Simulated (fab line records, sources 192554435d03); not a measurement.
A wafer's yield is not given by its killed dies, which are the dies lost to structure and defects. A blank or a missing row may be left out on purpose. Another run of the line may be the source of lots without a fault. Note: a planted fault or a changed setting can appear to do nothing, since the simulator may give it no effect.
fab line records | flow n5_finfet
record: lots: 11 wafers: 33 last_day: 18
route steps=1938 shown BEOL_M5@1138 PASSIVATION@1936
lots with no fault: from the same line, run without faults
start_h: hours from the record's first day to the start of the lot's first wafer shown | wait_h: hours since the lot's step before | " same as the row above | L1.1+2: one row covering several wafers at once | - no value present, or no start provided | * or withheld: withheld | < > ~ a bound
route shown NAME@n: a module of which the file shows steps, and the number in the route of the first | usual: mean and standard deviation over wafers with no fault | same: alike in all rows | chamber/n: place in a boat | sites: readings site by site | _std_site: standard deviation of those values | _edge_site: inner sites' mean taken away from outer sites' mean | radius_mm: how far each site lies from the wafer's centre | mask NAME#n: copy n | behind: the most recent tool/chamber to have shaped the wafer | hold: the reason the lot was held/the length of the hold in hours/how it ended | device: transistor that didn't switch, given as n, p or np | end of line: at the end of the route, the tests of the same wafers | a step with no rows: only its recipe | killed: at the first sort, the dies lost to defects and structure; wafer yield is something else | map: a wafer's dies, x killed, . not, _ none there
set.NAME: setting as actually run; set.NAME@STEP: the setting as run at that earlier step | model.NAME: the simulator's own value behind a step, which no gauge read
route steps across a sampled set of lots; one table per step, one row per wafer
services: when a tool's chamber went out of use (start_h, in hours from the record's first day, below 0 if earlier), for how many hours, and the reason
== steps ==
step: N5_BEOL_M5_CD_MEAS_18
recipe: pitch_nm: 56 target_cd_nm: 28
usual: cd_nm: 27.9/0.37
columns lot.wafer tool chamber start_h wait_h cd_nm
L975.1 cd_sem-01 - 176.79 0.0 27.6
L975.4 " - " " 28.2
L975.5 " - " " 27.6
L977.1 cd_sem-03 - 201.11 0.0 28.1
L977.2 " - " " 27.8
L977.4 " - " " 28.1
L979.1 cd_sem-03 - 209.53 0.0 28.5
L979.3 " - " " 28.1
L979.5 " - " " 27.9
L983.3 cd_sem-02 - 225.40 0.1 27.7
L983.4 " - " " 27.7
L983.5 " - " " 28.4
L982.2 cd_sem-03 - 226.11 0.1 27.6
L982.3 " - " " 27.4
L982.6 " - " " 27.6
L988.1 cd_sem-01 - 257.57 0.0 27.5
L988.5 " - " " 28.5
L988.6 " - " " 28.3
L993.1 cd_sem-03 - 292.29 0.0 27.2
L993.3 " - " " 28.0
L993.4 " - " " 28.1
L995.2 cd_sem-03 - 295.42 0.1 27.9
L995.4 " - " " 27.6
L995.5 " - " " 27.5
L994.1 cd_sem-03 - 312.15 0.0 27.5
L994.3 " - " " 28.3
L994.6 " - " " 27.7
L996.1 cd_sem-03 - 315.17 0.0 27.5
L996.4 " - " " 28.2
L996.5 " - " " 27.6
L997.1 cd_sem-01 - 320.58 0.0 28.2
L997.4 " - " " 28.5
L997.6 " - " " 28.5
step: N5_BEOL_M5_CD_MEAS_28
recipe: target_cd_nm: 30.6 landing_energy_ev: 500 detector: se_inlens target_cd_y_nm: 20 polarity: opening
usual: cd_nm: 30.66/0.27
columns lot.wafer tool chamber start_h wait_h cd_nm
L975.1 cd_sem-03 0 178.24 - 30.97
L975.4 " 0 " " 31.19
L975.5 " 0 " " 31.17
L977.1 cd_sem-03 0 201.57 - 30.41
L977.2 " 0 " " 30.72
L977.4 " 0 " " 31.25
L979.1 cd_sem-03 0 210.74 - 30.66
L979.3 " 0 " " 30.86
L979.5 " 0 " " 30.80
L983.3 cd_sem-03 0 225.84 - 30.30
L983.4 " 0 " " 31.02
L983.5 " 0 " " 30.45
L982.2 cd_sem-02 0 227.25 - 30.23
L982.3 " 0 " " 30.50
L982.6 " 0 " " 30.35
L988.1 cd_sem-01 0 261.18 - 30.46
L988.5 " 0 " " 30.60
L988.6 " 0 " " 30.30
L993.1 cd_sem-01 0 293.55 - 30.97
L993.3 " 0 " " 30.86
L993.4 " 0 " " 30.47
L995.2 cd_sem-03 0 296.64 - 30.94
L995.4 " 0 " " 30.30
L995.5 " 0 " " 30.53
L994.1 cd_sem-03 0 313.65 - 30.85
L994.3 " 0 " " 30.56
L994.6 " 0 " " 30.77
L996.1 cd_sem-03 0 315.63 - 30.72
L996.4 " 0 " " 30.66
L996.5 " 0 " " 31.07
L997.1 cd_sem-03 0 320.91 - 30.73
L997.4 " 0 " " 30.52
L997.6 " 0 " " 30.45
step: N5_BEOL_M5_ETCH_68
recipe: chemistry: N2/H2 target: SOC target_depth_a: 800 overetch_a: 160 mask_material: SiARC temp_c: 40 time_s: 120 ion_energy_ev: 200 pressure_mtorr: 30 source_w: 840 bias_w: 150 n2_flow_sccm: 200 h2_flow_sccm: 200
usual: bias_w: 150.0/0.42 drypump_motor_current_A: 5.9/0.52 oes_product_au: 0.61/0.059 rf_vpp_V: 524.8/2.3 showerhead_plenum_p_Torr: 2.58/0.084 throttle_valve_pct: 17.76/0.26
columns lot.wafer tool chamber start_h wait_h bias_w drypump_motor_current_A oes_product_au rf_hours_counter_h rf_vpp_V showerhead_plenum_p_Torr throttle_valve_pct
L975.1 rie_diel-03 3 178.72 0.0 149.6 5.7 0.68 33 528.7 2.70 17.53
L975.4 " 3 " " 150.0 5.7 0.68 - 529.1 2.70 17.53
L975.5 " 1 " " 150.1 6.0 0.58 - 519.9 2.42 17.88
L977.1 rie_diel-02 2 201.78 0.0 150.2 6.6 0.67 30 524.3 2.61 17.49
L977.2 " 3 " " 149.2 6.6 0.69 35 528.6 2.71 17.67
L977.4 " 1 " " 149.3 5.4 0.63 70 524.1 2.58 17.46
L979.1 rie_diel-03 0 210.94 0.0 149.3 5.9 0.57 171 523.4 2.54 17.90
L979.3 " 3 " " 150.3 5.6 0.67 44 528.4 2.69 17.54
L979.5 " 1 " " 149.5 6.0 0.57 - 519.8 2.41 17.92
L983.3 rie_diel-02 3 226.03 0.0 149.7 6.6 0.68 42 529.1 2.71 17.70
L983.4 " 0 " " 150.3 5.1 0.53 214 524.4 2.51 18.20
L983.5 " 3 " " 150.4 6.7 0.68 - 527.3 2.71 17.70
L982.2 rie_diel-02 2 227.45 0.0 186.0 6.6 0.67 37 599.8 2.60 17.52
L982.3 " 0 " " 150.2 5.1 0.53 215 523.4 2.51 18.19
L982.6 " 0 " " 149.6 5.1 0.53 - 523.9 2.51 18.18
L988.1 rie_diel-02 3 261.72 0.0 149.9 6.6 0.66 53 527.9 2.70 17.72
L988.5 " 2 " " 186.4 6.6 0.65 - 600.1 2.60 17.54
L988.6 " 1 " " 149.9 5.4 0.62 - 523.4 2.57 17.50
L993.1 rie_diel-04 3 294.04 0.0 149.7 5.7 0.70 29 523.2 2.61 17.35
L993.3 " 1 " " 148.7 6.3 0.55 224 527.0 2.62 17.59
L993.4 " 0 " " 150.1 5.6 0.53 218 523.6 2.49 18.07
L995.2 rie_diel-04 2 297.20 0.0 149.9 5.7 0.54 190 526.9 2.62 18.08
L995.4 " 1 " " 149.4 6.3 0.55 226 525.8 2.62 17.58
L995.5 " 2 " " 150.4 5.7 0.54 - 526.5 2.62 18.11
L994.1 rie_diel-03 0 314.43 0.0 150.3 6.0 0.56 202 524.2 2.53 17.95
L994.3 " 1 " " 150.7 6.0 0.56 211 519.5 2.40 17.97
L994.6 " 2 " " 149.5 5.0 0.59 - 524.2 2.53 17.86
L996.1 rie_diel-02 0 316.31 0.0 149.8 5.1 0.52 243 522.1 2.50 18.23
L996.4 " 1 " " 149.6 5.4 0.60 108 525.8 2.56 17.54
L996.5 " 0 " " 149.7 5.1 0.52 - 522.4 2.50 18.23
L997.1 rie_diel-02 1 321.20 0.0 150.6 5.4 0.60 110 523.8 2.56 17.52
L997.4 " 2 " " 150.6 6.6 0.63 70 524.5 2.59 17.58
L997.6 " 0 " " 149.4 5.2 0.51 - 523.1 2.50 18.23
step: N5_BEOL_M5_OCD_MEAS_38
usual: trench_depth_nm: 71.4/1.3
columns lot.wafer tool chamber start_h wait_h trench_depth_nm
L975.1 ocd-01 - 179.07 - 70.6
L975.4 " - " " 70.5
L975.5 " - " " 69.8
L977.1 ocd-01 - 202.12 - 71.4
L977.2 " - " " 71.0
L977.4 " - " " 72.3
L979.1 ocd-02 - 211.28 - 70.0
L979.3 " - " " 70.0
L979.5 " - " " 69.4
L983.3 ocd-01 - 226.38 - 72.3
L983.4 " - " " 70.7
L983.5 " - " " 72.1
L982.2 ocd-02 - 227.79 - 72.1
L982.3 " - " " 69.9
L982.6 " - " " 70.9
L988.1 ocd-01 - 262.06 - 73.1
L988.5 " - " " 72.9
L988.6 " - " " 73.0
L993.1 ocd-01 - 294.38 - 73.3
L993.3 " - " " 69.0
L993.4 " - " " 70.3
L995.2 ocd-01 - 297.54 - 71.3
L995.4 " - " " 71.0
L995.5 " - " " 70.6
L994.1 ocd-02 - 314.76 - 70.2
L994.3 " - " " 69.6
L994.6 " - " " 68.8
L996.1 ocd-02 - 316.65 - 71.2
L996.4 " - " " 72.6
L996.5 " - " " 71.1
L997.1 ocd-02 - 321.54 - 72.2
L997.4 " - " " 71.7
L997.6 " - " " 71.3
step: N5_PASSIVATION_PROBE_49
usual: defect_limited_yield: 90.9/1.5 killed_at_M0_to_M3: 35/10 killed_at_M4_up: 14/5.2 killed_at_contacts: 13/7.3 killed_at_front_end: 42/12 killed_at_other: 3.4/2.5 killed_dies: 108/18 killed_on_rim: 14/4.2 killed_open: 70/13 killed_short: 35/8 sort_bin_4_leakage: 0.00/0.007 sort_bin_5_function: 5.4/1 sort_bin_6_memory: 3.4/0.71 sort_bin_8_speed: 0.00/0.0099 sort_n_pass: 1072/18 sort_yield_pct: 90.9/1.5
same: gross_dies: 1180 killed_at_back_side: 0
columns lot.wafer tool chamber start_h wait_h defect_limited_yield[%] killed_at_M0_to_M3 killed_at_M4_up killed_at_contacts killed_at_front_end killed_at_other killed_dies killed_on_rim killed_open killed_short sort_bin_4_leakage[%] sort_bin_5_function[%] sort_bin_6_memory[%] sort_bin_8_speed[%] sort_n_pass sort_yield_pct[%]
L979.1 prober-02 - 303.40 0.0 92.1 29 11 19 31 3 93 14 57 34 0 4.2 3.5 0 1087 92.1
L979.3 prober-02 - 303.50 0.1 92.0 22 22 9 37 4 94 13 54 36 0 5.4 2.2 0 1086 92.0
L979.5 prober-02 - 303.60 0.2 90.6 24 16 22 45 4 111 10 82 26 0 5.3 3.9 0 1069 90.6
L982.2 prober-02 - 325.42 0.1 91.4 42 11 16 31 2 102 11 57 44 0 4.9 3.5 0 1078 91.4
L982.3 prober-02 - 325.47 0.1 87.8 58 22 26 34 4 144 21 93 47 0 7.9 4.2 0 1036 87.8
L982.6 prober-02 - 325.62 0.3 90.3 42 8 11 46 8 115 11 66 49 0 6.1 3.2 0 1065 90.3
L995.2 prober-01 - 404.13 0.1 92.3 22 9 13 45 2 91 13 64 26 0 4.1 3.3 0 1089 92.3
L995.4 prober-01 - 404.23 0.2 93.9 18 14 18 21 1 72 11 47 23 0 3.5 2.5 0 1108 93.9
L995.5 prober-01 - 404.28 0.2 90.5 24 13 26 48 1 112 13 70 39 0 5.2 4.0 0 1068 90.5
L993.1 prober-01 - 405.70 0.0 92.4 19 7 10 47 7 90 12 59 26 0 4.6 2.9 0 1090 92.4
L993.3 prober-01 - 405.80 0.1 93.6 26 11 1 34 3 75 6 45 27 0 3.8 2.5 0 1105 93.6
L993.4 prober-01 - 405.85 0.2 89.8 37 9 10 64 0 120 12 82 32 0 6.8 2.9 0 1060 89.8
L994.1 prober-01 - 425.81 0.0 88.6 41 23 13 55 2 134 20 85 45 0 5.6 5.1 0 1046 88.6
L994.3 prober-01 - 425.91 0.1 88.1 55 18 9 57 1 140 19 103 34 0 7.6 3.9 0 1040 88.1
L994.6 prober-01 - 426.06 0.3 87.5 38 18 12 78 1 147 23 90 55 0 7.5 4.7 0 1033 87.5
killed by level:class
L979.1 MOL_CONTACT_COAG:geometric_particle:open=16 FIN_SAQP:geometric_particle:open=9 BEOL_M0_SAQP:geometric_particle:short=9 FIN_SAQP:geometric_particle:short=7 STI_FIN_REVEAL:geometric_particle:open=5 BEOL_M2:geometric_particle:open=5 GATE_CUT:geometric_particle:short=4 BEOL_M0_SAQP:geometric_particle:open=4
L979.3 STI_FIN_REVEAL:geometric_particle:open=12 BEOL_M0_SAQP:geometric_particle:short=8 BEOL_M4:geometric_particle:open=6 BEOL_M5:geometric_particle:short=6 MOL_CONTACT_COAG:geometric_particle:open=6 BEOL_M0_SAQP:geometric_particle:open=6 FIN_SAQP:geometric_particle:open=4 FIN_SAQP:geometric_particle:short=4
L979.5 MOL_CONTACT_COAG:geometric_particle:open=20 FIN_SAQP:geometric_particle:open=15 STI_FIN_REVEAL:geometric_particle:open=13 BEOL_M0_SAQP:geometric_particle:open=9 FIN_SAQP:geometric_particle:short=5 BEOL_M0_SAQP:geometric_particle:short=4 BEOL_M1:geometric_particle:short=4 BEOL_M5:geometric_particle:open=4
L982.2 FIN_SAQP:geometric_particle:short=17 MOL_CONTACT_COAG:geometric_particle:open=12 BEOL_M0_SAQP:geometric_particle:open=12 BEOL_M0_SAQP:geometric_particle:short=9 FIN_SAQP:geometric_particle:open=7 BEOL_M1:geometric_particle:open=6 BEOL_M4:geometric_particle:open=6 BEOL_M2:geometric_particle:open=5
L982.3 MOL_CONTACT_COAG:geometric_particle:open=19 FIN_SAQP:geometric_particle:short=13 BEOL_M1:geometric_particle:open=13 BEOL_M4:geometric_particle:open=10 BEOL_M0_SAQP:geometric_particle:short=9 BEOL_M0_SAQP:geometric_particle:open=8 BEOL_M3:geometric_particle:open=8 MOL_CONTACT_COAG:geometric_particle:short=7
L982.6 FIN_SAQP:geometric_particle:short=14 FIN_SAQP:geometric_particle:open=11 BEOL_M0_SAQP:geometric_particle:short=11 BEOL_M3:geometric_particle:open=10 MOL_CONTACT_COAG:geometric_particle:open=8 BEOL_M0_SAQP:geometric_particle:open=6 BEOL_M1:geometric_particle:open=5 BEOL_M5:geometric_particle:open=4
L995.2 MOL_CONTACT_COAG:geometric_particle:open=11 FIN_SAQP:geometric_particle:open=8 GATE_CUT:geometric_particle:short=7 STI_FIN_REVEAL:geometric_particle:open=6 BEOL_M0_SAQP:geometric_particle:open=6 BEOL_M3:geometric_particle:open=6 ILD0:geometric_particle:open=5 GATE_CUT:geometric_particle:open=5
L995.4 MOL_CONTACT_COAG:geometric_particle:open=12 MOL_CONTACT_COAG:geometric_particle:short=6 STI_FIN_REVEAL:geometric_particle:open=5 BEOL_M2:geometric_particle:open=4 BEOL_M4:geometric_particle:open=4 FIN_SAQP:geometric_particle:short=3 BEOL_M8:geometric_particle:open=3 BEOL_M1:geometric_particle:open=3
L995.5 MOL_CONTACT_COAG:geometric_particle:open=17 STI_FIN_REVEAL:geometric_particle:open=14 MOL_CONTACT_COAG:geometric_particle:short=9 BEOL_M3:geometric_particle:open=9 FIN_SAQP:geometric_particle:short=6 BEOL_M2:geometric_particle:open=6 FIN_SAQP:geometric_particle:open=5 DUMMY_GATE:geometric_particle:short=5
L993.1 DUMMY_GATE:geometric_particle:open=10 STI_FIN_REVEAL:geometric_particle:open=8 BEOL_M3:geometric_particle:open=7 FIN_SAQP:geometric_particle:open=6 MOL_CONTACT_COAG:geometric_particle:open=6 GATE_CUT:geometric_particle:short=5 MOL_CONTACT_COAG:geometric_particle:short=4 STARTING-WAFER:geometric_particle:short=4
L993.3 FIN_SAQP:geometric_particle:open=12 FIN_SAQP:geometric_particle:short=9 BEOL_M2:geometric_particle:open=7 BEOL_M1:geometric_particle:short=5 BEOL_M3:geometric_particle:open=5 BEOL_M4:geometric_particle:open=5 BEOL_M1:geometric_particle:open=3 STARTING-WAFER:geometric_particle:short=3
L993.4 BEOL_M3:geometric_particle:open=13 DUMMY_GATE:geometric_particle:open=11 FIN_SAQP:geometric_particle:short=10 FIN_SAQP:geometric_particle:open=10 MOL_CONTACT_COAG:geometric_particle:open=8 BEOL_M2:geometric_particle:open=7 GATE_CUT:geometric_particle:open=6 FIN_CUT:geometric_particle:open=5
L994.1 FIN_SAQP:geometric_particle:short=11 FIN_SAQP:geometric_particle:open=11 MOL_CONTACT_COAG:geometric_particle:open=11 STI_FIN_REVEAL:geometric_particle:open=10 BEOL_M4:geometric_particle:open=10 GATE_CUT:geometric_particle:short=8 BEOL_M2:geometric_particle:open=7 BEOL_M0_SAQP:geometric_particle:open=6
L994.3 BEOL_M2:geometric_particle:open=20 STI_FIN_REVEAL:geometric_particle:open=18 FIN_SAQP:geometric_particle:open=10 BEOL_M4:geometric_particle:open=10 BEOL_M0:geometric_particle:open=7 MOL_CONTACT_COAG:geometric_particle:open=7 BEOL_M3:geometric_particle:open=6 GATE_CUT:geometric_particle:short=6
L994.6 STI_FIN_REVEAL:geometric_particle:open=20 FIN_SAQP:geometric_particle:open=14 GATE_CUT:geometric_particle:short=14 BEOL_M2:geometric_particle:open=9 BEOL_M4:geometric_particle:open=9 FIN_SAQP:geometric_particle:short=8 MOL_CONTACT_COAG:geometric_particle:open=8 BEOL_M0_SAQP:geometric_particle:short=7
== services ==
columns tool chamber start_h hours kind
rie_diel-03 - 163.99 0.5 repair
rie_diel-03 2 175.88 5.3 repair
rie_diel-04 3 179.20 - clean
rie_diel-04 3 179.20 - consumable_replace:focus_ring
rie_diel-04 3 179.20 17.8 scheduled_down
rie_diel-04 3 179.20 17.8 vent_cycle
rie_diel-02 3 190.09 4.6 repair
rie_diel-03 0 236.50 2.5 repair
rie_diel-04 1 264.02 3.2 repair
rie_diel-02 1 266.25 1.6 repair
rie_diel-04 - 301.12 28.1 pm
rie_diel-02 0 307.62 3.9 repair
== key ==
first_sign: step: N5_BEOL_M5_ETCH_68 reading: bias_w direction: up sigmas: 86 usual: * struck: *
effect: step: N5_BEOL_M5_ETCH_68 reading: rf_vpp_V direction: up sigmas: 32 usual: 524.8 struck: 600.0
met_at N5_BEOL_M5_ETCH_68
struck_lots L982,L988
struck_wafers L982.2,L988.5
not_acting_at N5_BEOL_M5_CD_MEAS_18,N5_BEOL_M5_CD_MEAS_28,N5_BEOL_M5_OCD_MEAS_38
onset_between 201.78 227.45
fault: kind: process_parameter_drift tool: rie_diel-02 chamber: 2 onset_h: 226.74 steps: N5_BEOL_M5_ETCH_68 channel: bias_w offset: * shape: step end_h: 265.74 acts_in: * stated: *
